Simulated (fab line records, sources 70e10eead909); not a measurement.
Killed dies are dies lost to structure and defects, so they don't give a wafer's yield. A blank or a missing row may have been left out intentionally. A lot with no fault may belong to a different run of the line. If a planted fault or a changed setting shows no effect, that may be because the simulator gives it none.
Which of the tools did it? | flow nand-harc | Sampling: 14 lots, 42 wafers, 5 of 1302 route steps

== WHAT EACH GAUGE READ, for each wafer ==
NHARC_END_SORT_01.
lot  | measured     | on        | killed-at-array | killed-at-other | killed-at-periphery | killed-dies | killed-open | killed-short
L351 | day 28 01:52 | prober-02 | 672 87 674      | 0 1 1           | 5 0 2               | 677 88 677  | 5 6 3       | 3 2 0
L356 | day 29 11:07 | prober-01 | 61 55 676       | 0 0 0           | 2 4 1               | 63 59 677   | 1 0 1       | 3 3 2

== WHICH TOOL RAN EACH LOT (tool, then ch and the chambers of the sampled wafers, then the start) ==
lot  | NHARC_A_BLC_PVD_32           | NHARC_A_BONDPAD_CMP_29        | NHARC_A_BONDPAD_PRE_CLEAN_26            | NHARC_THIN_TSV_PRE_CLEAN_54
L346 | pvd-sputter-01, day 22 13:13 | cmp-03 ch 0,1, day 22 23:35   | pvd-sputter-02, day 23 19:11 or earlier | pvd-sputter-02, day 23 19:11
L349 | pvd-sputter-02, day 24 06:21 | cmp-02 ch 1,2,3, day 24 17:01 | pvd-sputter-02, day 25 13:57 or earlier | pvd-sputter-02, day 25 13:57
L352 | pvd-sputter-02, day 25 21:49 | cmp-03 ch 1,2,3, day 26 08:37 | pvd-sputter-03, day 27 05:26 or earlier | pvd-sputter-02, day 27 05:26
L353 | pvd-sputter-03, day 26 02:31 | cmp-02 ch 2,3, day 26 12:25   | pvd-sputter-01, day 27 11:32 or earlier | pvd-sputter-03, day 27 11:32
L351 | pvd-sputter-03, day 26 06:04 | cmp-02 ch 2, day 26 16:16     | pvd-sputter-01, day 27 12:45 or earlier | pvd-sputter-01, day 27 12:45
L355 | pvd-sputter-02, day 26 18:22 | cmp-03 ch 0,2, day 27 04:19   | pvd-sputter-02, day 28 01:23 or earlier | pvd-sputter-03, day 28 01:23
L356 | pvd-sputter-03, day 27 15:37 | cmp-03 ch 2,3, day 28 02:02   | pvd-sputter-03, day 28 22:44 or earlier | pvd-sputter-01, day 28 22:44
L360 | pvd-sputter-01, day 29 01:49 | cmp-03 ch 1,2,3, day 29 11:46 | pvd-sputter-03, day 30 08:12 or earlier | pvd-sputter-01, day 30 08:12
L362 | pvd-sputter-01, day 29 11:33 | cmp-02 ch 0,2,3, day 29 21:55 | pvd-sputter-01, day 30 18:35 or earlier | pvd-sputter-01, day 30 18:35
L359 | pvd-sputter-03, day 29 17:32 | cmp-04 ch 0,1,3, day 30 03:56 | pvd-sputter-01, day 31 02:29 or earlier | pvd-sputter-02, day 31 02:29
L365 | pvd-sputter-01, day 30 09:01 | cmp-04 ch 1,2,3, day 30 19:54 | pvd-sputter-01, day 31 18:03 or earlier | pvd-sputter-03, day 31 18:03
L364 | pvd-sputter-03, day 31 13:41 | cmp-02 ch 1,2, day 32 00:01   | pvd-sputter-03, day 32 21:05 or earlier | pvd-sputter-03, day 32 21:05
L366 | pvd-sputter-02, day 31 21:35 | cmp-02 ch 2,3, day 32 07:34   | pvd-sputter-03, day 33 04:07 or earlier | pvd-sputter-02, day 33 04:07
L368 | pvd-sputter-03, day 32 06:58 | cmp-04 ch 0,2,3, day 32 17:25 | pvd-sputter-02, day 33 14:39 or earlier | pvd-sputter-03, day 33 14:39
- NHARC_A_BLC_PVD_32: deposits Ti, target thk 5 nm, time 17.7 s.
- NHARC_A_BONDPAD_CMP_29: polishes SiCN, target thk 200 nm.
- NHARC_A_BONDPAD_PRE_CLEAN_26: time 30 s.
- NHARC_THIN_TSV_PRE_CLEAN_54: time 30 s.

== AS READ BY THE TOOLS THEMSELVES (means over the sampled wafers that have a number; for cases with no such wafer, the mark the record gives instead) ==
NHARC_A_BLC_PVD_32.
lot  | tool           | substrate-temp-c (C) | throttle-valve-pct (%)
L346 | pvd-sputter-01 | 200.19               | 30.2
L349 | pvd-sputter-02 | 200.11               | 30.4
L352 | pvd-sputter-02 | 200.03               | 30.3
L353 | pvd-sputter-03 | 200.08               | 30.7
L351 | pvd-sputter-03 | 199.97               | 31.0
L355 | pvd-sputter-02 | 200.05               | 30.3
L356 | pvd-sputter-03 | 199.92               | 30.6
L360 | pvd-sputter-01 | 200.00               | 30.1
L362 | pvd-sputter-01 | 200.09               | 30.8
L359 | pvd-sputter-03 | 199.95               | 30.6
L365 | pvd-sputter-01 | 200.07               | 31.2
L364 | pvd-sputter-03 | 199.96               | 31.2
L366 | pvd-sputter-02 | 200.04               | 29.5
L368 | pvd-sputter-03 | 199.95               | 31.6

NHARC_A_BONDPAD_CMP_29.
lot  | tool   | motor-current-A (A)
L346 | cmp-03 | 10.8
L349 | cmp-02 | 11.4
L352 | cmp-03 | 11.3
L353 | cmp-02 | 12.6
L351 | cmp-02 | 11.9
L355 | cmp-03 | 12.7
L356 | cmp-03 | 12.6
L360 | cmp-03 | 11.7
L362 | cmp-02 | 12.0
L359 | cmp-04 | 10.9
L365 | cmp-04 | 11.4
L364 | cmp-02 | 10.7
L366 | cmp-02 | 13.2
L368 | cmp-04 | 10.6

NHARC_A_BONDPAD_PRE_CLEAN_26.
lot  | tool           | heater-power-w (W)
L346 | pvd-sputter-02 | 430
L349 | pvd-sputter-02 | 404
L352 | pvd-sputter-03 | 423
L353 | pvd-sputter-01 | 396
L351 | pvd-sputter-01 | 436
L355 | pvd-sputter-02 | 405
L356 | pvd-sputter-03 | 412
L360 | pvd-sputter-03 | 427
L362 | pvd-sputter-01 | 414
L359 | pvd-sputter-01 | 422
L365 | pvd-sputter-01 | 390
L364 | pvd-sputter-03 | 430
L366 | pvd-sputter-03 | 429
L368 | pvd-sputter-02 | 453

NHARC_THIN_TSV_PRE_CLEAN_54.
lot  | tool           | heater-power-w (W)
L346 | pvd-sputter-02 | 394
L349 | pvd-sputter-02 | 479
L352 | pvd-sputter-02 | 452
L353 | pvd-sputter-03 | 408
L351 | pvd-sputter-01 | 437
L355 | pvd-sputter-03 | 407
L356 | pvd-sputter-01 | 386
L360 | pvd-sputter-01 | 416
L362 | pvd-sputter-01 | 429
L359 | pvd-sputter-02 | 436
L365 | pvd-sputter-03 | 423
L364 | pvd-sputter-03 | 415
L366 | pvd-sputter-02 | 406
L368 | pvd-sputter-03 | 421

== THE ANSWER, worked out from the rows above alone ==
Rule: usual is defined by the lots themselves. The widest of any qualifying gaps counts: lots, ordered by their means at a reading, are off when they make up no more than a third of the lots, leave a main group of 4 or more, and stand apart from it by 3 or more times the standard deviation of that group's means. The tables above print the reading to a certain number of digits; a main group whose means all agree to those digits is not used. A lot without any number at a reading at which 4 lots or more have one is off too. All remaining lots with rows at the step are treated as sound. First the gauges in route order, then the tools' own readings, where a lot's mean is used as printed above. At the first step where some lot is off, the reading lying furthest off is the one used; lots without a number count as furthest.
Nothing can be told from this: no lot is off at any reading shown.

== WHAT THE SIMULATOR PUT IN ==
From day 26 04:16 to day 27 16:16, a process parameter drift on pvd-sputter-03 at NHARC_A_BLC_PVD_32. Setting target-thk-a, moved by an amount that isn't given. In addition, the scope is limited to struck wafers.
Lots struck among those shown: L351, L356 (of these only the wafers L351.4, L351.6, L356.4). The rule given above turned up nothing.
